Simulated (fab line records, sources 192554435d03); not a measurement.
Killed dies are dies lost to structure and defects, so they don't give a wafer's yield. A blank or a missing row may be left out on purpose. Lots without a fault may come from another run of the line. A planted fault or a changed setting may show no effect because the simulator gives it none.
fab line records | flow n5_finfet
record lots=6 wafers=18 last_day=19
route steps=1938 shown STI_FIN_REVEAL@188 PASSIVATION@1936
lots that met no fault: from a run of the same line without faults
start_h: hours from the record's first day to the start of the lot's first wafer shown | wait_h: hours since the lot's step before | " the same as in the row above | L1.1+2: a row that stands for several wafers | - no value, or no start given | * or withheld: withheld | < > ~ a bound
route shown NAME@n: a module of which the file shows steps, and the number in the route of the first | usual: mean/standard deviation of fault-free wafers | same: alike in all rows | chamber/n: place in a boat | sites: the reading at each site | _std_site: their standard deviation | _edge_site: outer sites' mean less inner sites' | radius_mm: how far each site lies from the wafer's centre | mask NAME#n: copy n | behind: the tool/chamber that last shaped the wafer | hold: why the lot was held/for how many hours/how that ended | device: the transistor (n, p or np) that didn't switch | end of line: the same wafers' tests at the end of the route | a step without rows: its recipe alone | killed: dies lost to structure and defects at the first sort, not the wafer's yield | map: a wafer's dies, x killed, . not, _ none there
set.NAME: the setting as run; set.NAME@STEP: as run at that earlier step | model.NAME: the simulator's own value behind a step, which no gauge read
lots at some steps of the route; a table a step, a row a wafer
services: from which hour (start_h, from the record's first day; less than 0 if before it) a tool's chamber was out of use, for how many hours, and why
## steps
# step N5_STI_FIN_REVEAL_THK_MEAS_05
# usual thk_nm=131.9/1.1
# columns lot.wafer tool chamber start_h wait_h thk_nm
L664.1 film_metro-02 - 74.55 - 133.3
L664.4 " - " " 131.7
L664.6 " - " " 131.4
L668.1 film_metro-02 - 102.70 - 132.4
L668.4 " - " " 131.1
L668.5 " - " " 132.0
L676.3 film_metro-02 - 148.76 - 131.2
L676.5 " - " " 131.6
L676.6 " - " " 131.9
L677.4 film_metro-02 - 153.82 - 132.3
L677.5 " - " " 130.6
L677.6 " - " " 131.5
L679.1 film_metro-02 - 167.38 - 131.7
L679.2 " - " " 133.2
L679.4 " - " " 132.3
L680.2 film_metro-01 - 171.84 - 130.5
L680.3 " - " " 132.7
L680.4 " - " " 130.0
# step N5_STI_FIN_REVEAL_DENSIFY_30
# recipe temp_c=* time_s=* ambient=N2 idle_temp_c=600 ramp_up_c_per_s=150 ramp_down_c_per_s=60 cool_to_c=600
# usual lamp_power_pct=11.53/0.055 wafer_temp_C_max=*
# columns lot.wafer tool chamber start_h wait_h lamp_power_pct wafer_temp_C_max
L664.1 rtp_anneal-02 0 74.58 0.0 11.60 *
L664.4 " 0 " " 11.49 *
L664.6 " 0 " " 11.52 *
L668.1 rtp_anneal-02 0 102.73 0.0 11.48 *
L668.4 " 0 " " 11.54 *
L668.5 " 0 " " 11.57 *
L676.3 rtp_anneal-01 0 148.85 0.1 11.54 *
L676.5 " 0 " " 11.49 *
L676.6 " 0 " " 11.63 *
L677.4 rtp_anneal-01 0 154.00 0.2 11.52 *
L677.5 " 0 " " 11.53 *
L677.6 " 0 " " 11.50 *
L679.1 rtp_anneal-02 0 167.40 0.0 11.56 *
L679.2 " 0 " " 11.51 *
L679.4 " 0 " " 11.60 *
L680.2 rtp_anneal-02 0 171.89 0.1 11.53 *
L680.3 " 0 " " 11.56 *
L680.4 " 0 " " 11.57 *
# step N5_STI_FIN_REVEAL_ETCHBACK_08
# recipe chemistry=C4F6/O2 target=SiO2 target_depth_a=305 time_s=10.167 ion_energy_ev=250 pressure_mtorr=30 source_w=345 bias_w=185 Ar_flow_sccm=300 C4F6_flow_sccm=10 O2_flow_sccm=10
# step N5_STI_FIN_REVEAL_STRIP_24
# recipe chemistry=N2/H2 time_s=90 power_w=100 temp_c=40 pressure_mtorr=100 rf_frequency_hz=6e+07 bias_power_w=3 n2_flow_sccm=300 h2_flow_sccm=300
# usual drypump_motor_current_A=5.68/0.26 oes_product_au=0.81/0.11 rf_vpp_V=45.5/0.92 showerhead_plenum_p_Torr=3.43/0.12 throttle_valve_pct=12.15/0.29
# columns lot.wafer tool chamber start_h wait_h drypump_motor_current_A oes_product_au rf_hours_counter_h rf_vpp_V showerhead_plenum_p_Torr throttle_valve_pct
L664.1 rie_diel-05 0 74.83 0.0 5.61 0.82 75 46.7 3.41 11.86
L664.4 " 2 " " 6.16 0.90 32 45.2 3.44 12.17
L664.6 " 3 " " 5.88 0.70 - 46.0 3.35 12.59
L668.1 rie_diel-06 1 102.99 0.0 5.62 0.86 50 45.7 3.31 12.00
L668.4 " 0 " " 5.59 0.90 26 46.4 3.60 12.08
L668.5 " 0 " " 5.57 0.90 - 45.9 3.60 12.08
L676.3 rie_diel-04 0 149.04 0.0 5.46 0.67 220 44.4 3.34 12.32
L676.5 " 0 " " 5.44 0.67 - 42.1 3.34 12.30
L676.6 " 3 " " 6.05 0.90 - 46.6 3.59 12.04
L677.4 rie_diel-05 1 154.31 0.0 5.82 0.95 5 45.3 3.45 11.59
L677.5 " 2 " " 6.13 0.85 - 46.2 3.43 12.23
L677.6 " 3 " " 5.89 0.68 - 45.3 3.34 12.65
L679.1 rie_diel-05 2 167.65 0.0 6.16 0.85 67 45.1 3.43 12.27
L679.2 " 3 " " 5.91 0.68 250 45.1 3.33 12.66
L679.4 " 1 " " 5.81 0.94 10 44.7 3.45 11.60
L680.2 rie_diel-04 0 172.14 0.0 5.47 0.67 229 46.0 3.33 12.34
L680.3 " 3 " " 6.02 0.88 43 46.5 3.59 12.05
L680.4 " 1 " " 6.05 0.97 8 45.9 3.45 11.94
# step N5_STI_FIN_REVEAL_PRECLEAN_25
# recipe chemistry=SPM time_s=90 temp_c=120 mix=4:1
# step N5_STI_FIN_REVEAL_PRECLEAN_26
# recipe chemistry=SC1 time_s=45 temp_c=46 mix=1:2:100
# step N5_STI_FIN_REVEAL_PRECLEAN_29
# recipe chemistry=DHF time_s=30 temp_c=25 dilution=300:1
# step N5_STI_FIN_REVEAL_SRD_12
# recipe time_s=30 temp_c=23 rinse_liquid=diw dry=ipa_marangoni
# step N5_STI_FIN_REVEAL_RECESS_09
# recipe chemistry=HF/NH3 target=SiO2 afs_cycles=11 target_depth_a=425 temp_c=30 sublimation_temp_c=180 sublimation_time_s=60
# usual drypump_motor_current_A=5.4/0.32
# columns lot.wafer tool chamber start_h wait_h drypump_motor_current_A
L664.1 vapor_etch-02 1 75.04 0.0 5.7
L664.4 " 0 " " 5.0
L664.6 " 0 " " 5.0
L668.1 vapor_etch-01 0 103.21 0.0 5.7
L668.4 " 1 " " 5.1
L668.5 " 0 " " 5.7
L676.3 vapor_etch-01 1 149.78 0.6 5.1
L676.5 " 0 " " 5.7
L676.6 " 1 " " 5.1
L677.4 vapor_etch-02 1 155.24 0.7 5.7
L677.5 " 1 " " 5.7
L677.6 " 0 " " 5.0
L679.1 vapor_etch-02 0 167.88 0.0 5.0
L679.2 " 1 " " 5.7
L679.4 " 1 " " 5.7
L680.2 vapor_etch-02 0 172.36 0.0 5.0
L680.3 " 1 " " 5.7
L680.4 " 0 " " 5.0
# step N5_STI_FIN_REVEAL_STRIP_16
# recipe chemistry=H3PO4 material=SiNx temp_c=165 target_depth_a=238 overetch_fraction=0.4964 dry=ipa_marangoni
# step N5_STI_FIN_REVEAL_PRECLEAN_17
# recipe chemistry=NF3:NH3 afs_cycles=1 temp_c=30 time_s=20 sublimation_temp_c=180 sublimation_time_s=60 pressure_torr=3 rf_power_w=30
# step N5_STI_FIN_REVEAL_ETCH_34
# recipe chemistry=H2 mode=isotropic material=Si target=Si target_depth_a=9.7 temp_c=20 pressure_mtorr=4.5 icp_w=300 bias_w=0 h2_flow_sccm=7.5 he_flow_sccm=142.5
# usual drypump_motor_current_A=5.9/0.53 oes_product_au=0.996/0.013 throttle_valve_pct=25.8/0.4
# columns lot.wafer tool chamber start_h wait_h drypump_motor_current_A oes_product_au rf_hours_counter_h throttle_valve_pct
L664.1 rie_si-06 0 77.13 0.2 6.5 1.003 89 25.8
L664.4 " 2 " " 6.4 0.999 8 25.3
L664.6 " 3 " " 6.0 1.007 - 25.1
L668.1 rie_si-04 2 105.31 0.2 5.8 1.008 115 25.7
L668.4 " 1 " " 5.4 0.993 18 26.4
L668.5 " 1 " " 5.5 1.003 - 26.4
L676.3 rie_si-02 0 151.34 0.1 5.7 0.979 2 26.2
L676.5 " 2 " " 5.6 1.003 - 25.9
L676.6 " 3 " " 6.7 0.992 - 25.6
L677.4 rie_si-04 1 157.16 0.1 5.5 0.995 19 26.4
L677.5 " 0 " " 4.8 0.997 - 25.8
L677.6 " 3 " " 6.0 0.986 - 26.2
L679.1 rie_si-06 1 170.21 0.2 6.4 0.993 65 25.2
L679.2 " 2 " " 6.4 1.000 10 25.3
L679.4 " 3 " " 6.0 1.017 36 25.1
L680.2 rie_si-02 1 174.48 0.1 6.3 0.980 50 26.4
L680.3 " 0 " " 5.7 0.972 3 26.2
L680.4 " 3 " " 6.7 0.998 100 25.5
# step N5_STI_FIN_REVEAL_OXIDATION_31
# recipe chemistry=O2_PLASMA_REMOTE temp_c=150 time_s=20 pressure_mtorr=1000 source_power_w=2000 o2_flow_sccm=3000
# usual chamber_pressure_mTorr=1000.1/0.9 drypump_motor_current_A=5.43/0.12 heater_power_w=144/4.3
# columns lot.wafer tool chamber start_h wait_h chamber_pressure_mTorr drypump_motor_current_A heater_power_w rf_hours_counter_h model.Si_of_PMOS_HMC_CHANNEL_EPI_EPI_26.thk_nm
L664.1 plasma_asher-02 0 77.19 0.0 999.2 5.44 150 82 3
L664.4 " 1 " " 1000.2 5.40 151 - 3
L664.6 " 1 " " 1000.4 5.39 149 - 3
L668.1 plasma_asher-01 1 105.37 0.0 999.3 5.25 136 42 3
L668.4 " 1 " " 999.4 5.24 136 - 3
L668.5 " 1 " " 1000.3 5.26 139 - 3
L676.3 plasma_asher-01 0 151.42 0.1 - - - - 3.326
L676.5 " 0 " " - - - - 3.345
L676.6 " 1 " " - - - - 3.376
L677.4 plasma_asher-01 0 157.24 0.1 - - - - 3.35
L677.5 " 0 " " - - - - 3.304
L677.6 " 1 " " - - - - 3.304
L679.1 plasma_asher-01 1 170.27 0.0 1001.3 5.27 138 52 3
L679.2 " 0 " " 999.6 5.60 142 52 3
L679.4 " 1 " " 1000.3 5.24 138 - 3
L680.2 plasma_asher-02 0 174.54 0.0 1000.1 5.41 147 105 3
L680.3 " 1 " " 1001.5 5.38 147 - 3
L680.4 " 0 " " 1001.5 5.44 146 - 3
# step N5_STI_FIN_REVEAL_PRECLEAN_32
# recipe chemistry=NF3:NH3 afs_cycles=1 temp_c=30 time_s=20 sublimation_temp_c=180 sublimation_time_s=60 pressure_torr=3 rf_power_w=30
# step N5_STI_FIN_REVEAL_STRIP_35
# recipe chemistry=H3PO4 material=Si3N4 temp_c=165 target_depth_a=40 time_s=39
# step N5_STI_FIN_REVEAL_SRD_21
# recipe dry=ipa_marangoni time_s=30 temp_c=23 rinse_liquid=diw
# step N5_STI_FIN_REVEAL_OXIDATION_33
# recipe chemistry=O2_PLASMA_REMOTE temp_c=150 time_s=20 pressure_mtorr=1000 source_power_w=2000 o2_flow_sccm=3000
# usual chamber_pressure_mTorr=1000.1/0.91 drypump_motor_current_A=5.42/0.11 heater_power_w=144/4.2
# columns lot.wafer tool chamber start_h wait_h chamber_pressure_mTorr drypump_motor_current_A heater_power_w rf_hours_counter_h
L664.1 plasma_asher-01 1 77.55 0.0 1001.4 5.27 140 37
L664.4 " 1 " " 999.4 5.27 142 -
L664.6 " 1 " " 1001.0 5.29 137 -
L668.1 plasma_asher-02 1 105.72 0.0 999.1 5.38 147 87
L668.4 " 0 " " 999.8 5.45 147 -
L668.5 " 0 " " 1000.6 5.49 145 -
L676.3 plasma_asher-01 1 151.78 0.0 999.6 5.26 137 -
L676.5 " 0 " " 1000.6 5.59 145 -
L676.6 " 1 " " 1000.4 5.28 138 -
L677.4 plasma_asher-01 1 157.59 0.0 1000.8 5.27 139 -
L677.5 " 0 " " 1000.6 5.61 146 -
L677.6 " 1 " " 998.5 5.28 135 -
L679.1 plasma_asher-01 0 170.66 0.0 1001.8 5.59 144 52
L679.2 " 1 " " 999.0 5.26 142 52
L679.4 " 1 " " 999.9 5.25 137 -
L680.2 plasma_asher-02 0 174.89 0.0 1000.7 5.45 145 105
L680.3 " 0 " " 1000.4 5.45 147 -
L680.4 " 1 " " 998.9 5.40 143 -
# step N5_STI_FIN_REVEAL_CLEAN_19
# recipe chemistry=O3/DIW temp_c=25 time_s=120 o3_ppm=10
# columns lot.wafer tool chamber start_h wait_h model.Si_of_PMOS_HMC_CHANNEL_EPI_EPI_26.thk_nm
L664.1+4+6 wet_bench-06 1,4,6 77.63 0.1 2.4
L668.1+4+5 wet_bench-05 6,7,0 105.81 0.1 2.4
L676.3+5+6 wet_bench-05 2,3,4 151.84 0.0 2.8
L677.4+5+6 wet_bench-06 4,5,0 157.66 0.0 2.8
L679.1+2+4 wet_bench-04 0,5,6 170.74 0.1 2.4
L680.2+3+4 wet_bench-06 2,4,1 174.98 0.1 2.4
# step N5_STI_FIN_REVEAL_SRD_23
# recipe dry=ipa_marangoni time_s=30 temp_c=23 rinse_liquid=diw
# step N5_STI_FIN_REVEAL_CD_MEAS_22
# recipe target_cd_nm=6.238 pitch_nm=28 polarity=line
# usual cd_nm=6.23/0.24
# columns lot.wafer tool chamber start_h wait_h cd_nm
L664.1 cd_sem-01 - 77.71 0.0 6.33
L664.4 " - " " 6.19
L664.6 " - " " 6.18
L668.1 cd_sem-01 - 105.89 0.0 6.39
L668.4 " - " " 6.47
L668.5 " - " " 6.20
L676.3 cd_sem-01 - 151.92 0.0 7.55
L676.5 " - " " 7.21
L676.6 " - " " 7.23
L677.4 cd_sem-01 - 157.74 0.0 7.28
L677.5 " - " " 7.45
L677.6 " - " " 7.23
L679.1 cd_sem-02 - 170.87 0.0 5.85
L679.2 " - " " 6.52
L679.4 " - " " 6.44
L680.2 cd_sem-03 - 175.06 0.0 6.71
L680.3 " - " " 6.19
L680.4 " - " " 6.42
# step N5_STI_FIN_REVEAL_FIN_H_MEAS_10
# usual trench_depth_nm=52.0/0.71
# columns lot.wafer tool chamber start_h wait_h trench_depth_nm
L664.1 ocd-01 - 77.74 0.0 50.8
L664.4 " - " " 51.9
L664.6 " - " " 51.0
L668.1 ocd-01 - 105.92 0.0 52.4
L668.4 " - " " 52.3
L668.5 " - " " 52.1
L676.3 ocd-02 - 151.95 0.0 50.5
L676.5 " - " " 51.3
L676.6 " - " " 52.8
L677.4 ocd-01 - 157.77 0.0 52.5
L677.5 " - " " 52.3
L677.6 " - " " 51.4
L679.1 ocd-02 - 170.90 0.0 51.8
L679.2 " - " " 50.6
L679.4 " - " " 51.3
L680.2 ocd-01 - 175.09 0.0 50.7
L680.3 " - " " 52.0
L680.4 " - " " 52.8
# step N5_PASSIVATION_PROBE_49
# usual killed_at_M0_to_M3=36/11 killed_at_M4_up=14/5.2 killed_at_contacts=12/6.1 killed_at_front_end=40/12 killed_at_other=3.2/2.5 killed_dies=105/16 killed_open=68/12 killed_short=35/8.7
# same gross_dies=1180 killed_at_back_side=0
# columns lot.wafer tool chamber start_h wait_h killed_at_M0_to_M3 killed_at_M4_up killed_at_contacts killed_at_front_end killed_at_other killed_dies killed_open killed_short
L668.1 prober-01 - 362.92 0.0 33 18 17 53 1 122 86 32
L668.4 prober-01 - 363.07 0.2 38 18 21 53 0 130 88 32
L668.5 prober-01 - 363.12 0.2 42 16 13 42 3 116 70 43
L679.1 prober-02 - 458.35 0.0 44 19 8 46 4 121 87 32
L679.2 prober-02 - 458.40 0.1 49 9 7 18 0 83 54 26
L679.4 prober-02 - 458.50 0.2 44 13 19 22 1 99 69 28
L680.2 prober-01 - 459.17 0.1 36 11 10 64 1 122 59 59
L680.3 prober-01 - 459.22 0.1 40 16 5 61 2 124 88 33
L680.4 prober-01 - 459.27 0.2 16 15 19 40 0 90 52 36
# killed by level:class
L668.1 MOL_CONTACT_COAG:geometric_particle:open=15 BEOL_M0_SAQP:geometric_particle:open=15 FIN_SAQP:geometric_particle:open=13 FIN_SAQP:geometric_particle:short=11 BEOL_M3:geometric_particle:open=7 BEOL_M4:geometric_particle:open=7 STI_FIN_REVEAL:geometric_particle:open=6 BEOL_M0_SAQP:geometric_particle:short=5
L668.4 MOL_CONTACT_COAG:geometric_particle:open=20 STI_FIN_REVEAL:geometric_particle:open=12 FIN_SAQP:geometric_particle:short=10 BEOL_M0_SAQP:geometric_particle:open=10 BEOL_M3:geometric_particle:open=9 BEOL_M1:geometric_particle:open=8 HKMG_FIN:area_etch=7 GATE_CUT:geometric_particle:open=5
L668.5 BEOL_M0_SAQP:geometric_particle:short=11 MOL_CONTACT_COAG:geometric_particle:open=9 BEOL_M0_SAQP:geometric_particle:open=8 BEOL_M3:geometric_particle:open=8 FIN_SAQP:geometric_particle:short=7 STI_FIN_REVEAL:geometric_particle:open=7 ILD0:geometric_particle:short=7 BEOL_M5:geometric_particle:open=7
L679.1 STI_FIN_REVEAL:geometric_particle:open=15 BEOL_M2:geometric_particle:open=14 FIN_SAQP:geometric_particle:open=8 MOL_CONTACT_COAG:geometric_particle:open=8 BEOL_M0_SAQP:geometric_particle:open=6 BEOL_M1:geometric_particle:open=5 STARTING-WAFER:geometric_particle:open=5 BEOL_M0_SAQP:geometric_particle:short=4
L679.2 BEOL_M2:geometric_particle:open=15 BEOL_M0_SAQP:geometric_particle:open=8 BEOL_M0_SAQP:geometric_particle:short=8 MOL_CONTACT_COAG:geometric_particle:open=7 BEOL_M1:geometric_particle:open=5 GATE_CUT:geometric_particle:open=4 BEOL_M0:geometric_particle:short=4 STI_FIN_REVEAL:geometric_particle:open=3
L679.4 BEOL_M2:geometric_particle:open=17 MOL_CONTACT_COAG:geometric_particle:open=15 BEOL_M0_SAQP:geometric_particle:short=7 BEOL_M0:geometric_particle:short=6 BEOL_M5:geometric_particle:open=6 STI_FIN_REVEAL:geometric_particle:open=5 MOL_CONTACT_COAG:geometric_particle:short=4 BEOL_M0_SAQP:geometric_particle:open=4
L680.2 GATE_CUT:geometric_particle:short=16 FIN_SAQP:geometric_particle:open=15 FIN_SAQP:geometric_particle:short=9 BEOL_M3:geometric_particle:short=9 BEOL_M0_SAQP:geometric_particle:short=8 BEOL_M1:geometric_particle:open=8 GATE_CUT:geometric_particle:open=7 MOL_CONTACT_COAG:geometric_particle:open=6
L680.3 FIN_SAQP:geometric_particle:open=19 STI_FIN_REVEAL:geometric_particle:open=14 BEOL_M1:geometric_particle:open=12 FIN_SAQP:geometric_particle:short=10 BEOL_M4:geometric_particle:open=10 BEOL_M3:geometric_particle:open=8 BEOL_M3:geometric_particle:short=5 DUMMY_GATE:geometric_particle:open=4
L680.4 STI_FIN_REVEAL:geometric_particle:open=11 MOL_CONTACT_COAG:geometric_particle:open=11 FIN_SAQP:geometric_particle:short=9 MOL_CONTACT_COAG:geometric_particle:short=8 FIN_SAQP:geometric_particle:open=6 STARTING-WAFER:geometric_particle:short=5 BEOL_M4:geometric_particle:open=4 BEOL_M0_SAQP:geometric_particle:open=3
## services
# columns tool chamber start_h hours kind
rie_diel-05 1 51.58 5.4 repair
rie_si-06 - 60.23 0.9 repair
rie_si-02 3 62.56 3.8 repair
plasma_asher-01 - 79.42 4.2 repair
rie_diel-05 3 87.35 1.4 repair
rie_si-04 1 87.74 6.0 repair
rie_diel-05 1 117.01 - clean
rie_diel-05 1 117.01 - consumable_replace:focus_ring
rie_diel-05 1 117.01 21.5 scheduled_down
rie_diel-05 1 117.01 21.5 vent_cycle
rie_si-06 3 117.93 1.1 repair
rie_diel-04 0 120.85 5.2 repair
plasma_asher-01 - 129.65 14.6 pm
rie_diel-04 1 135.28 - clean
rie_diel-04 1 135.28 - consumable_replace:focus_ring
rie_diel-04 1 135.28 16.8 scheduled_down
rie_diel-04 1 135.28 16.8 vent_cycle
rtp_anneal-02 - 161.36 4.3 pm
rie_diel-06 3 172.28 - clean
rie_diel-06 3 172.28 - consumable_replace:focus_ring
rie_diel-06 3 172.28 22.5 scheduled_down
rie_diel-06 3 172.28 22.5 vent_cycle
## key
first_sign step=N5_STI_FIN_REVEAL_OXIDATION_31 reading=tool_record direction=missing
effect step=N5_STI_FIN_REVEAL_CD_MEAS_22 reading=cd_nm direction=up sigmas=4.5 usual=6.23 struck=7.32
model_effect step=N5_STI_FIN_REVEAL_OXIDATION_31 value=Si_of_PMOS_HMC_CHANNEL_EPI_EPI_26.thk_nm without=3 struck=3.334
model_effect step=N5_STI_FIN_REVEAL_CLEAN_19 value=Si_of_PMOS_HMC_CHANNEL_EPI_EPI_26.thk_nm without=2.4 struck=2.8
met_at N5_STI_FIN_REVEAL_OXIDATION_31
struck_wafers L676.3,L676.5,L676.6,L677.4,L677.5,L677.6
rows_end L676.5
tester_left_out L676,L677
onset_between 105.37 151.42
fault kind=skipped_step_whole tool=plasma_asher-01 chamber=- onset_h=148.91 steps=N5_STI_FIN_REVEAL_OXIDATION_31 scope=struck_lots_only
# tester_left_out: of these lots the tester's yield and bins aren't shown, on N5 and GAA mostly nor the transistor test; their killed dies are dies lost to structure and defects alone, not to doping, threshold or leakage, so they don't give the yield
# rows_end: these wafers met a further fault down the route, and their rows from its step on are left out
